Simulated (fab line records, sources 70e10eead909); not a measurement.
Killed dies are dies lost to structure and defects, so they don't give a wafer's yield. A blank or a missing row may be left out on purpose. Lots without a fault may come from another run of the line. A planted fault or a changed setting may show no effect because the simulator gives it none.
Chamber matching | flow nand_harc | NHARC_P_M2_CMP_23 on cmp-03: 4 sister chambers
The step polishes, t overpolish 20 s, target thk 144.3 nm. 8 wafers are shown with their chamber, then 8 later ones without.

WAFERS WITH THEIR CHAMBER
wafer  | chamber | motor_current_A (A) | time_to_endpoint_s (s)
L114.6 | 3       | 12.0                | 28.3
L115.5 | 1       | 13.0                | 26.9
L116.1 | 0       | 10.6                | 27.4
L116.2 | 3       | 12.1                | 27.0
L118.1 | 1       | 12.3                | 25.6
L118.2 | 0       | 10.6                | 27.3
L118.4 | 2       | 13.1                | 27.2
L117.1 | 2       | 12.3                | 28.8

WAFERS WITHOUT THEIR CHAMBER
wafer  | motor_current_A (A) | time_to_endpoint_s (s)
L117.3 | 12.5                | 29.2
L117.5 | 12.1                | 28.9
L119.1 | 10.5                | 26.7
L119.2 | 12.7                | 27.8
L119.3 | 12.7                | 26.9
L120.1 | 12.1                | 29.3
L120.3 | 12.2                | 31.5
L120.5 | 12.5                | 27.5

WHICH CHAMBER EACH WENT THROUGH
wafer  | from the rows above          | in truth
L117.3 | can't be placed: 2 or 3 or 1 | 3
L117.5 | can't be placed: 3 or 2 or 1 | 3
L119.1 | 0                            | 0
L119.2 | can't be placed: 2 or 3 or 1 | 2
L119.3 | can't be placed: 1 or 2 or 3 | 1
L120.1 | can't be placed: 3 or 2 or 1 | 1
L120.3 | can't be placed: 2 or 3 or 1 | 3
L120.5 | can't be placed: 2 or 3 or 1 | 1
Placed correctly: 1 of 8. Can't be placed from these rows: 7 (the true chamber is among the candidates in 7). Placed wrongly: 0.
How it was worked out, from the rows above alone: a wafer's distance from a chamber is the root of the sum, over the readings, of the square of ((its reading less the chamber's mean) divided by the reading's scatter). The wafer belongs to the nearest chamber; if the next one is less than 2 further off, it can't be placed. A chamber's mean is the mean of its shown wafers. The scatter: the root of (the sum of the squares of (reading less its chamber's mean) over the shown wafers, divided by (wafers less chambers)).
